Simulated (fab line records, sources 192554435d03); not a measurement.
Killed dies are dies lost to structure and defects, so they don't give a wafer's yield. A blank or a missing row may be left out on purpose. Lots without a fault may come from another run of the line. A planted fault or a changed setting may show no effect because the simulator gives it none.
fab line records | flow n5_finfet
record lots=7 wafers=21
route steps=1938 shown BEOL_M0@715 BEOL_M1@758 BEOL_M2@857 BEOL_M3@981 BEOL_M4@1088 BEOL_M5@1157 BEOL_M7@1263 BEOL_M8@1342
start_h: hours from the record's first day to the start of the lot's first wafer shown | wait_h: hours since the lot's step before | " the same as in the row above | L1.1+2: a row that stands for several wafers | - no value, or no start given | * or withheld: withheld | < > ~ a bound
route shown NAME@n: a module of which the file shows steps, and the number in the route of the first | usual: mean/standard deviation of fault-free wafers | same: alike in all rows | chamber/n: place in a boat | sites: the reading at each site | _std_site: their standard deviation | _edge_site: outer sites' mean less inner sites' | radius_mm: how far each site lies from the wafer's centre | mask NAME#n: copy n | behind: the tool/chamber that last shaped the wafer | hold: why the lot was held/for how many hours/how that ended | device: the transistor (n, p or np) that didn't switch | end of line: the same wafers' tests at the end of the route | a step without rows: its recipe alone | killed: dies lost to structure and defects at the first sort, not the wafer's yield | map: a wafer's dies, x killed, . not, _ none there
set.NAME: the setting as run; set.NAME@STEP: as run at that earlier step | model.NAME: the simulator's own value behind a step, which no gauge read
lots whose settings were changed on purpose; a table a step, a row a wafer
## steps
# step N5_BEOL_M0_ETCH_138
# recipe chemistry=CH3F/O2 target_depth_a=120 target=SiCN time_s=31.6 ion_energy_ev=120 pressure_mtorr=30 source_w=395 bias_w=75 Ar_flow_sccm=150 CH3F_flow_sccm=30 O2_flow_sccm=20 ends=cleared
# usual rf_vpp_V=297.6/1.8
# columns lot.wafer tool chamber start_h wait_h set.source_w set.time_s@BEOL_M0_CUTY_ETCH_63 rf_vpp_V model.SiO2_of_BEOL_M0_SAQP_SPACER2_ALD_26.thk_nm
L075.1 rie_diel-02 1 120.53 0.0 395 124 294.0 5.2
L075.2 " 2 " " 395 143.7 296.9 4.6
L075.6 " 3 " " 395 143.7 299.4 4.6
L076.2 rie_diel-02 3 129.00 0.0 395 124 298.5 5
L076.4 " 0 " " 448.8 124 284.6 5.2
L076.5 " 3 " " 395 149.8 299.5 4.4
L079.1 rie_diel-01 0 147.19 0.0 395 124 296.0 5.2
L079.3 " 1 " " 395 124 298.7 5
L079.6 " 1 " " 395 124 297.7 5
L081.2 rie_diel-05 0 156.32 0.0 395 124 300.0 5.2
L081.3 " 2 " " 440.1 124 288.6 5
L081.5 " 2 " " 395 124 298.8 4.8
L088.3 rie_diel-05 3 201.34 0.0 395 124 300.7 5
L088.5 " 2 " " 395 124 297.1 5.2
L088.6 " 3 " " 395 137.9 299.7 4.6
L089.1 rie_diel-02 2 207.14 0.0 395 124 296.7 5
L089.4 " 1 " " 339 124 310.7 5.2
L089.6 " 1 " " 339 124 310.2 5.2
L093.1 rie_diel-02 3 229.49 0.0 395 124 297.9 5
L093.3 " 1 " " 353.3 124 306.7 5.2
L093.4 " 0 " " 395 124 299.8 5
# step N5_BEOL_M0_HM_OPEN_105
# recipe chemistry=Cl2/BCl3 target_depth_a=120 target=TiN ion_energy_ev=150 pressure_mtorr=10 icp_w=1000 bias_w=126 Cl2_flow_sccm=53.25 bcl3_flow_sccm=21.75 Ar_flow_sccm=25
# columns lot.wafer tool chamber start_h wait_h set.time_s@BEOL_M0_CUTY_ETCH_63 model.SiO2_of_BEOL_M0_SAQP_SPACER2_ALD_26.thk_nm
L075.1 rie_metal-01 0 121.25 0.7 124 2.6
L075.2+6 " 1 " " 143.7 2.2
L076.2+4 rie_metal-03 1,0 132.71 3.7 124 2.6
L076.5 " 0 " " 149.8 2
L079.1+3+6 rie_metal-02 1,0,1 148.55 1.3 124 2.6
L081.2 rie_metal-02 0 156.91 0.6 124 2.8
L081.3+5 " 1,0 " " 124 2.6
L089.1 rie_metal-01 0 210.65 3.5 124 2.6
L089.4+6 " 1,0 " " 124 2.8
L088.3 rie_metal-02 0 210.70 9.3 124 2.6
L088.5 " 0 " " 124 2.8
L088.6 " 1 " " 137.9 2.2
L093.1+4 rie_metal-03 0 229.77 0.2 124 2.6
L093.3 " 1 " " 124 2.8
# step N5_BEOL_M1_COAT_05
# recipe resist=CAR-EUV spin_rpm=1500 resist_thk_nm=30
# columns lot.wafer tool chamber start_h wait_h set.spin_rpm model.CAR-EUV_of_BEOL_M1_COAT_05.thk_nm
L075.1+6 litho_track-02 0 - - 1500 30
L075.2 " 0 " " 1617 28.8
L076.2 litho_track-01 0 - - 1376 31.2
L076.4+5 " 0 " " 1500 30
L079.1+3+6 litho_track-05 0 - - 1500 30
L081.2 litho_track-01 0 - - 1500 30
L081.3+5 " 0 " " 1456 30.4
L088.3 litho_track-01 0 - - 1637 28.6
L088.5+6 " 0 " " 1500 30
L089.1+4+6 litho_track-02 0 - - 1500 30
L093.1+3 litho_track-01 0 - - 1562 29.4
L093.4 " 0 " " 1500 30
# step N5_BEOL_M1_ETCH_74
# recipe chemistry=N2/H2 target=underlayer target_depth_a=65 mask_material=CAR-EUV time_s=5.2 ion_energy_ev=200 pressure_mtorr=30 source_w=840 bias_w=150 n2_flow_sccm=200 h2_flow_sccm=200 ends=cleared
# usual rf_vpp_V=524.1/2.7
# columns lot.wafer tool chamber start_h wait_h set.bias_w set.spin_rpm@BEOL_M1_COAT_05 rf_vpp_V model.CAR-EUV_of_BEOL_M1_COAT_05.thk_nm
L075.1 rie_diel-06 0 129.87 0.0 150 1500 525.1 20.2
L075.2 " 3 " " 150 1617 517.8 19.2
L075.6 " 0 " " 150 1500 526.0 20.4
L076.2 rie_diel-03 0 142.51 0.0 150 1376 520.1 21.6
L076.4 " 1 " " 150 1500 524.2 20.4
L076.5 " 2 " " 150 1500 520.6 20.2
L079.1 rie_diel-06 1 153.28 0.0 150 1500 526.1 20.4
L079.3 " 0 " " 150 1500 527.8 20.2
L079.6 " 3 " " 150 1500 521.1 20.2
L081.2 rie_diel-03 1 163.30 0.0 150 1500 523.7 20.4
L081.3 " 0 " " 150 1456 519.2 20.8
L081.5 " 2 " " 150 1456 524.5 20.6
L088.3 rie_diel-03 3 216.16 0.0 169.7 1637 570.6 19.2
L088.5 " 2 " " 150 1500 521.3 20.4
L088.6 " 3 " " 150 1500 529.1 20.4
L089.1 rie_diel-04 1 216.61 0.0 158.2 1500 541.6 20.4
L089.4 " 2 " " 158.2 1500 537.0 20.4
L089.6 " 2 " " 158.2 1500 540.0 20.4
L093.1 rie_diel-03 0 235.01 0.0 150 1562 520.8 19.6
L093.3 " 2 " " 134.6 1562 487.3 19.6
L093.4 " 1 " " 134.6 1500 488.9 20.2
# step N5_BEOL_M2_DESCUM_16
# recipe chemistry=O2 time_s=7 source_power_w=50 bias_power_w=20 pressure_mtorr=20 rf_frequency_hz=2.712e+07 temp_c=40 resist=CAR-EUV o2_flow_sccm=225
# columns lot.wafer tool chamber start_h wait_h set.time_s model.CAR-EUV_of_BEOL_M2_COAT_05.thk_nm
L075.1+2 rie_diel-01 1,2 139.79 0.0 5.668 26.6
L075.6 " 2 " " 7 26
L076.2+4 rie_diel-02 3,0 151.89 0.3 7 26
L076.5 " 3 " " 6.523 26.4
L079.1+3+6 rie_diel-05 1,0,3 165.04 0.0 7 26
L081.2+3 rie_diel-01 3,2 179.21 0.0 7.717 25.6
L081.5 " 3 " " 7.717 25.8
L088.3 rie_diel-01 3 227.82 0.0 7.468 25.6
L088.5+6 " 0,1 " " 7.468 25.8
L089.1+4+6 rie_diel-05 1,3,0 231.55 0.4 7 26.2
L093.1 rie_diel-05 2 244.36 0.3 7 26.2
L093.3 " 1 " " 7 26
L093.4 " 0 " " 7.413 26
# step N5_BEOL_M2_VIA_ETCH_34
# recipe chemistry=C4F6/O2 target_depth_a=694 mask_material=SOC pressure_mtorr=15 ion_energy_ev=250 taper_deg=4 time_s=65.9 source_w=350 bias_w=170 Ar_flow_sccm=300 C4F6_flow_sccm=10 O2_flow_sccm=10
# columns lot.wafer tool chamber start_h wait_h set.time_s model.etch.depth_nm model.SOC_of_BEOL_M2_COAT_67.thk_nm
L075.1 rie_diel-01 0 144.82 0.0 65.9 68.51 52
L075.2 " 3 " " 65.9 67.52 52.2
L075.6 " 0 " " 65.9 68.61 52
L076.2 rie_diel-02 2 157.25 0.0 74.12 78.12 50.8
L076.4 " 3 " " 65.9 68.26 52
L076.5 " 0 " " 65.9 67.21 52
L079.1 rie_diel-01 0 167.60 0.0 65.9 69.16 52.2
L079.3 " 2 " " 65.9 67.85 52.4
L079.6 " 2 " " 65.9 68.06 52
L081.2 rie_diel-01 2 184.75 0.0 65.9 68.1 52
L081.3 " 3 " " 65.9 67.35 52
L081.5 " 2 " " 65.9 67.51 52.2
L088.3 rie_diel-01 2 234.20 0.0 54.14 55.61 53.6
L088.5 " 3 " " 54.14 55.59 53.8
L088.6 " 0 " " 65.9 69.1 52
L089.1 rie_diel-02 2 237.86 0.0 73.69 77.9 50.8
L089.4 " 0 " " 65.9 70.29 52
L089.6 " 0 " " 65.9 70.86 51.8
L093.1 rie_diel-01 1 246.84 0.0 65.9 70.23 51.4
L093.3 " 0 " " 73.84 77.27 50.8
L093.4 " 2 " " 65.9 67.85 52
# step N5_BEOL_M3_ETCH_41
# recipe chemistry=CH3F/O2 target=SiCN target_depth_a=299 taper_deg=2 time_s=52.5 ion_energy_ev=120 mask_material=TiN pressure_mtorr=30 source_w=395 bias_w=75 Ar_flow_sccm=150 CH3F_flow_sccm=30 O2_flow_sccm=20
# columns lot.wafer tool chamber start_h wait_h set.target_depth_a model.etch.depth_nm
L075.1 rie_diel-03 1 - - 299 19.87
L075.2 " 0 " " 283.7 18.55
L075.6 " 3 " " 299 19.82
L076.2 rie_diel-06 1 - - 284.8 18.66
L076.4 " 2 " " 299 20.09
L076.5 " 1 " " 284.8 18.46
L079.1 rie_diel-06 3 - - 299 19.39
L079.3 " 2 " " 299 20.06
L079.6 " 3 " " 299 19.66
L081.2 rie_diel-06 3 - - 308.8 20.28
L081.3 " 0 " " 299 20.14
L081.5 " 3 " " 308.8 20.1
L088.3 rie_diel-06 2 - - 299 20.18
L088.5 " 0 " " 278.2 18.86
L088.6 " 3 " " 278.2 18.28
L089.1 rie_diel-04 3 - - 299 19.72
L089.4 " 0 " " 299 20.45
L089.6 " 1 " " 319.1 21.23
L093.1 rie_diel-03 2 - - 299 19.45
L093.3 " 3 " " 286.6 19.1
L093.4 " 1 " " 286.6 18.89
# step N5_BEOL_M4_SPUTTER_81
# recipe material=Cu target_thk_a=45 temp_c=-20 chamber_pressure_pa=0.07 power_w=withheld time_s=8.29
# columns lot.wafer tool chamber start_h wait_h set.time_s model.Cu_of_BEOL_M4_SPUTTER_81.thk_nm
L075.1+2 pvd_sputter-03 - 168.88 0.1 8.29 4.4
L075.6 " - " " 9.432 -
L076.2 pvd_sputter-01 - 186.46 0.1 7.173 -
L076.4+5 " - " " 8.29 4.4
L079.1+3+6 pvd_sputter-02 - 190.76 0.1 8.29 4.4
L081.2+3 pvd_sputter-03 - 214.52 0.1 8.29 4.6
L081.5 " - " " 7.977 -
L088.3+6 pvd_sputter-03 - 267.10 0.1 7.416 -
L088.5 " - " " 8.29 4.6
L089.1+6 pvd_sputter-03 - 272.81 0.1 8.29 4.4
L089.4 " - " " 8.794 4.8
L093.1 pvd_sputter-01 - 275.44 0.1 7.241 4
L093.3+4 " - " " 8.29 4.6
# step N5_BEOL_M5_VIA_ETCH_34
# recipe chemistry=C4F6/O2 target=SiCOH_lowk target_depth_a=883 mask_material=SOC taper_deg=4 time_s=39.2 ion_energy_ev=250 pressure_mtorr=30 source_w=345 bias_w=185 Ar_flow_sccm=300 C4F6_flow_sccm=10 O2_flow_sccm=10
# columns lot.wafer tool chamber start_h wait_h set.source_w model.etch.depth_nm
L075.1 rie_diel-06 3 178.10 0.0 345 86.78
L075.2 " 0 " " 345 89.24
L075.6 " 3 " " 345 86.7
L076.2 rie_diel-04 3 193.26 0.0 345 89.06
L076.4 " 3 " " 322.4 86.36
L076.5 " 0 " " 322.4 85.75
L079.1 rie_diel-06 0 200.42 0.0 345 90.58
L079.3 " 3 " " 345 87.79
L079.6 " 3 " " 345 88.02
L081.2 rie_diel-03 2 221.26 0.0 367.3 88.88
L081.3 " 0 " " 367.3 89.54
L081.5 " 2 " " 367.3 88.95
L088.3 rie_diel-03 0 276.57 0.0 319 84.78
L088.5 " 1 " " 345 87.97
L088.6 " 0 " " 319 84.61
L089.1 rie_diel-04 0 280.11 0.0 345 90.22
L089.4 " 2 " " 304.7 82.73
L089.6 " 2 " " 304.7 83.17
L093.1 rie_diel-06 2 283.48 0.0 345 88.64
L093.3 " 0 " " 295.5 84.75
L093.4 " 3 " " 295.5 82.64
# step N5_BEOL_M5_TRENCH_ETCH_37
# recipe chemistry=C4F6/O2 target_depth_a=716.52 target=SiCOH_lowk time_s=24.7 ion_energy_ev=250 pressure_mtorr=30 source_w=345 bias_w=185 Ar_flow_sccm=300 C4F6_flow_sccm=10 O2_flow_sccm=10
# usual rf_vpp_V=663/8.5
# columns lot.wafer tool chamber start_h wait_h set.bias_w rf_vpp_V model.BEOL_M5.feature_depth_nm model.etch.depth_nm
L075.1 rie_diel-06 3 - - 153.6 562 66.8 66.82
L075.2 " 0 " " 185 671 72.4 72.48
L075.6 " 3 " " 185 653 70.8 70.77
L076.2 rie_diel-04 3 - - 157.6 593 68.2 68.18
L076.4 " 3 " " 157.6 592 68 68.01
L076.5 " 0 " " 185 663 71.6 71.53
L079.1 rie_diel-06 0 - - 185 672 74.2 74.2
L079.3 " 3 " " 185 652 72 71.94
L079.6 " 3 " " 185 654 71.8 71.82
L081.2 rie_diel-03 2 - - 185 652 70.6 70.57
L081.3 " 0 " " 216.8 734 74.2 74.27
L081.5 " 2 " " 216.8 739 74.2 74.13
L088.3 rie_diel-03 0 - - 185 647 70.8 70.81
L088.5 " 1 " " 185 672 72.2 72.28
L088.6 " 0 " " 185 646 71.4 71.47
L089.1 rie_diel-04 0 - - 155.2 574 69.6 69.57
L089.4 " 2 " " 185 663 71 70.91
L089.6 " 2 " " 155.2 576 67.2 67.1
L093.1 rie_diel-06 2 - - 185 668 72.8 72.77
L093.3 " 0 " " 168 622 71 70.95
L093.4 " 3 " " 185 654 71.2 71.24
# step N5_BEOL_M7_ILD_DEP_00
# recipe material=SiCOH_lowk target_thk_a=1797.5 temp_c=300 precursor=DEMS/porogen pressure_torr=5 rf_w=500 time_s=33.4
# columns lot.wafer tool chamber start_h wait_h set.temp_c
L075.1+6 pecvd-02 2 194.25 0.0 300
L075.2 " 1 " " 304.9
L076.2+5 pecvd-03 0,1 215.80 0.0 300
L076.4 " 1 " " 298.2
L079.1+3+6 pecvd-04 1,2,0 221.03 0.0 300
L081.2+3 pecvd-02 1,0 236.90 0.0 300
L081.5 " 2 " " 294
L088.3+6 pecvd-02 1,2 293.63 0.0 300
L088.5 " 1 " " 298.2
L089.1+4+6 pecvd-02 1,1,0 295.65 0.0 300
L093.1+3 pecvd-03 1,2 298.92 0.0 300
L093.4 " 2 " " 302.2
# step N5_BEOL_M7_CURE_74
# recipe temp_c=385 time_s=240 ambient=He/Ar material=SiCOH_lowk
# columns lot.wafer tool chamber start_h wait_h set.temp_c@BEOL_M7_ILD_DEP_00 model.SiCOH_lowk_of_BEOL_M7_ILD_DEP_00.thk_nm
L075.1 uv_cure-02 1 194.32 0.0 300 155.6
L075.2 " 1 " " 304.9 150.8
L075.6 " 1 " " 300 158.2
L076.2 uv_cure-02 1 216.05 0.2 300 154
L076.4 " 1 " " 298.2 157.8
L076.5 " 1 " " 300 156.4
L079.1 uv_cure-02 1 221.10 0.0 300 153.2
L079.3 " 1 " " 300 153.8
L079.6 " 1 " " 300 155.4
L081.2 uv_cure-01 0 237.05 0.1 300 154.2
L081.3 " 0 " " 300 152.4
L081.5 " 0 " " 294 162.2
L088.3 uv_cure-02 1 293.85 0.2 300 152.2
L088.5 " 1 " " 298.2 155
L088.6 " 1 " " 300 155.4
L089.1 uv_cure-03 1 295.71 0.0 300 154.6
L089.4+6 " 1 " " 300 155.6
L093.1 uv_cure-02 2 298.98 0.0 300 155.2
L093.3 " 2 " " 300 155.4
L093.4 " 2 " " 302.2 156
# step N5_BEOL_M7_THK_MEAS_01
# recipe reads=SiCOH_lowk_of_BEOL_M7_ILD_DEP_00
# usual M7_ILD_THK=155.3/2.1
# columns lot.wafer tool chamber start_h wait_h set.temp_c@BEOL_M7_ILD_DEP_00 M7_ILD_THK[nm]
L075.1 film_metro-01 - 194.83 0.4 300 155.8
L075.2 " - " " 304.9 150.7
L075.6 " - " " 300 158.3
L076.2 film_metro-02 - 216.88 0.7 300 154.1
L076.4 " - " " 298.2 157.7
L076.5 " - " " 300 156.4
L079.1 film_metro-01 - 223.05 1.6 300 153.2
L079.3 " - " " 300 153.8
L079.6 " - " " 300 155.5
L081.2 film_metro-02 - 237.49 0.4 300 154.3
L081.3 " - " " 300 152.5
L081.5 " - " " 294 162.1
L088.3 film_metro-02 - 294.21 0.3 300 152.2
L088.5 " - " " 298.2 154.8
L088.6 " - " " 300 155.5
L089.1 film_metro-02 - 296.23 0.4 300 154.4
L089.4 " - " " 300 155.6
L089.6 " - " " 300 155.6
L093.1 film_metro-02 - 299.49 0.4 300 155.2
L093.3 " - " " 300 155.5
L093.4 " - " " 302.2 156.1
# step N5_BEOL_M7_PECVD_70
# recipe material=SiO2 target_thk_a=200 temp_c=400 precursor=TEOS/O2 pressure_torr=5.5 rf_w=450 teos_flow_sccm=53.8 gas=O2 flow_sccm=3000 time_s=22.7
# columns lot.wafer tool chamber start_h wait_h set.temp_c model.SiO2_of_BEOL_M7_PECVD_70.thk_nm
L075.1 pecvd-04 2 194.87 0.0 410.1 18.4
L075.2 " 0 " " 410.1 18.6
L075.6 " 0 " " 400 20.2
L076.2 pecvd-03 0 216.92 0.0 400 20.2
L076.4 " 1 " " 400 20.4
L076.5 " 1 " " 400 20.6
L079.1+3 pecvd-02 1,0 223.09 0.0 400 19.8
L079.6 " 1 " " 400 20
L081.2 pecvd-04 0 237.53 0.0 400 20
L081.3 " 2 " " 400 19.8
L081.5 " 1 " " 387.6 21.8
L088.3 pecvd-02 2 294.24 0.0 400 20.2
L088.5 " 1 " " 384.8 22.2
L088.6 " 2 " " 384.8 22.4
L089.1+4 pecvd-04 1 296.26 0.0 400 19.8
L089.6 " 2 " " 382.3 22.2
L093.1 pecvd-03 1 299.53 0.0 414.3 18.2
L093.3 " 0 " " 400 20.2
L093.4 " 2 " " 400 20.6
# step N5_BEOL_M8_EXPOSE_08
# recipe mask_id=M8 na=1.35 source_shape=dipole sigma_inner=0.817 sigma_outer=0.97 polarization=te dose_mj=68.25
# columns lot.wafer tool chamber start_h wait_h mask set.dose_mj
L075.1 arfi_scanner-02 0 204.45 - M8#0 63.49
L075.2+6 " 0 " " M8#0 68.25
L076.2+4+5 arfi_scanner-01 0 228.00 - M8#0 68.25
L079.1+3+6 arfi_scanner-03 0 234.70 - M8#0 68.25
L081.2+5 arfi_scanner-01 0 244.17 - M8#0 69.77
L081.3 " 0 " " M8#0 68.25
L088.3+5+6 arfi_scanner-02 0 305.39 - M8#0 68.25
L089.1+6 arfi_scanner-03 0 305.68 - M8#0 72.85
L089.4 " 0 " " M8#0 68.25
L093.1+3 arfi_scanner-02 0 306.18 - M8#0 72.61
L093.4 " 0 " " M8#0 68.25
# step N5_BEOL_M8_PEB_09
# recipe peb_temp_c=withheld peb_time_s=60 resist=CAR-ArF
# step N5_BEOL_M8_DEVELOP_10
# recipe develop_time_s=30 developer=TMAH resist=CAR-ArF rinse_liquid=diw dry=air_spin dev_temp_c=23
# step N5_BEOL_M8_CD_MEAS_11
# recipe target_cd_nm=38.5 landing_energy_ev=500 detector=se_inlens polarity=opening
# usual cd_nm=38.5/0.37
# columns lot.wafer tool chamber start_h wait_h set.dose_mj@BEOL_M8_EXPOSE_08 cd_nm
L075.1 cd_sem-01 0 204.58 - 63.49 35.2
L075.2 " 0 " " 68.25 38.3
L075.6 " 0 " " 68.25 37.8
L076.2 cd_sem-02 0 228.13 - 68.25 37.8
L076.4 " 0 " " 68.25 38.3
L076.5 " 0 " " 68.25 38.4
L079.1 cd_sem-03 0 234.83 - 68.25 38.9
L079.3 " 0 " " 68.25 38.3
L079.6 " 0 " " 68.25 38.2
L081.2 cd_sem-01 0 244.29 - 69.77 39.6
L081.3 " 0 " " 68.25 38.8
L081.5 " 0 " " 69.77 39.4
L088.3 cd_sem-01 0 305.51 - 68.25 38.2
L088.5 " 0 " " 68.25 37.8
L088.6 " 0 " " 68.25 38.0
L089.1 cd_sem-01 0 305.81 - 72.85 41.9
L089.4 " 0 " " 68.25 38.7
L089.6 " 0 " " 72.85 41.9
L093.1 cd_sem-01 0 306.31 - 72.61 41.5
L093.3 " 0 " " 72.61 41.8
L093.4 " 0 " " 68.25 38.2
# step N5_BEOL_M8_DESCUM_16
# recipe chemistry=O2 time_s=7.9 source_power_w=50 bias_power_w=20 pressure_mtorr=20 rf_frequency_hz=2.712e+07 temp_c=40 resist=CAR-ArF o2_flow_sccm=225
# step N5_BEOL_M8_ETCH_61
# recipe chemistry=CF4 target=SiARC target_depth_a=455 mask_material=CAR-ArF time_s=75.8 ion_energy_ev=80 pressure_mtorr=40 source_w=545 bias_w=36 Ar_flow_sccm=100 cf4_flow_sccm=100 ends=cleared
# columns lot.wafer tool chamber start_h wait_h set.dose_mj@BEOL_M8_EXPOSE_08 model.BEOL_M8.cd_offset_nm
L075.1 rie_diel-02 1 204.70 0.0 63.49 -3.6
L075.2 " 0 " " 68.25 0
L075.6 " 0 " " 68.25 -0.4
L076.2 rie_diel-02 0 228.26 0.0 68.25 -0.6
L076.4+5 " 1 " " 68.25 -0.2
L079.1 rie_diel-05 2 235.04 0.0 68.25 0.4
L079.3 " 0 " " 68.25 -0.2
L079.6 " 1 " " 68.25 -0.4
L081.2+5 rie_diel-01 1,2 244.43 0.0 69.77 1
L081.3 " 0 " " 68.25 0.2
L088.3 rie_diel-02 2 306.57 0.0 68.25 0
L088.5+6 " 2,1 " " 68.25 -0.4
L089.1 rie_diel-05 2 306.84 0.0 72.85 4
L089.4 " 3 " " 68.25 0.6
L089.6 " 0 " " 72.85 3.8
L093.1 rie_diel-01 0 307.38 0.0 72.61 2.8
L093.3 " 3 " " 72.61 3.4
L093.4 " 1 " " 68.25 0
## key
split step=N5_BEOL_M0_ETCH_138 setting=source_w stated=395 by=wafer
response step=N5_BEOL_M0_ETCH_138 reading=rf_vpp_V change=-0.952 per=1% r=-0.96
split step=N5_BEOL_M1_COAT_05 setting=spin_rpm stated=1500 by=wafer
response step=N5_BEOL_M1_COAT_05 reading=model.CAR-EUV_of_BEOL_M1_COAT_05.thk_nm change=-0.15 per=1% r=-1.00
response step=N5_BEOL_M1_ETCH_74 reading=model.CAR-EUV_of_BEOL_M1_COAT_05.thk_nm change=-0.141 per=1% r=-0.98
split step=N5_BEOL_M1_ETCH_74 setting=bias_w stated=150 by=wafer
response step=N5_BEOL_M1_ETCH_74 reading=rf_vpp_V change=+3.35 per=1% r=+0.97
split step=N5_BEOL_M2_DESCUM_16 setting=time_s stated=7 by=wafer
response step=N5_BEOL_M2_DESCUM_16 reading=model.CAR-EUV_of_BEOL_M2_COAT_05.thk_nm change=-0.0332 per=1% r=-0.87
split step=N5_BEOL_M2_VIA_ETCH_34 setting=time_s stated=65.9 by=wafer
response step=N5_BEOL_M2_VIA_ETCH_34 reading=model.etch.depth_nm change=+0.733 per=1% r=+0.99
response step=N5_BEOL_M2_VIA_ETCH_34 reading=model.SOC_of_BEOL_M2_COAT_67.thk_nm change=-0.0911 per=1% r=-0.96
split step=N5_BEOL_M3_ETCH_41 setting=target_depth_a stated=299 by=wafer
response step=N5_BEOL_M3_ETCH_41 reading=model.etch.depth_nm change=+0.205 per=1% r=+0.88
split step=N5_BEOL_M4_SPUTTER_81 setting=time_s stated=8.29 by=wafer
response step=N5_BEOL_M4_SPUTTER_81 reading=model.Cu_of_BEOL_M4_SPUTTER_81.thk_nm change=+0.0509 per=1% r=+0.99
split step=N5_BEOL_M5_VIA_ETCH_34 setting=source_w stated=345 by=wafer
response step=N5_BEOL_M5_VIA_ETCH_34 reading=model.etch.depth_nm change=+0.453 per=1% r=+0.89
split step=N5_BEOL_M5_TRENCH_ETCH_37 setting=bias_w stated=185 by=wafer
response step=N5_BEOL_M5_TRENCH_ETCH_37 reading=rf_vpp_V change=+5.2 per=1% r=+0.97
response step=N5_BEOL_M5_TRENCH_ETCH_37 reading=model.BEOL_M5.feature_depth_nm change=+0.215 per=1% r=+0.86
response step=N5_BEOL_M5_TRENCH_ETCH_37 reading=model.etch.depth_nm change=+0.214 per=1% r=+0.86
split step=N5_BEOL_M7_ILD_DEP_00 setting=temp_c stated=300 by=wafer
response step=N5_BEOL_M7_CURE_74 reading=model.SiCOH_lowk_of_BEOL_M7_ILD_DEP_00.thk_nm change=-3.73 per=1% r=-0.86
response step=N5_BEOL_M7_THK_MEAS_01 reading=M7_ILD_THK change=-3.7 per=1% r=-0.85
split step=N5_BEOL_M7_PECVD_70 setting=temp_c stated=400 by=wafer
response step=N5_BEOL_M7_PECVD_70 reading=model.SiO2_of_BEOL_M7_PECVD_70.thk_nm change=-0.584 per=1% r=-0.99
split step=N5_BEOL_M8_EXPOSE_08 setting=dose_mj stated=68.25 by=wafer
response step=N5_BEOL_M8_CD_MEAS_11 reading=cd_nm change=+0.468 per=1% r=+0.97
response step=N5_BEOL_M8_ETCH_61 reading=model.BEOL_M8.cd_offset_nm change=+0.483 per=1% r=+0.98
split outside_this_file step=N5_BEOL_M0_CUTY_ETCH_63 setting=time_s
# split outside_this_file: this setting was split too, and the file shows its column; the key of that split is in another file
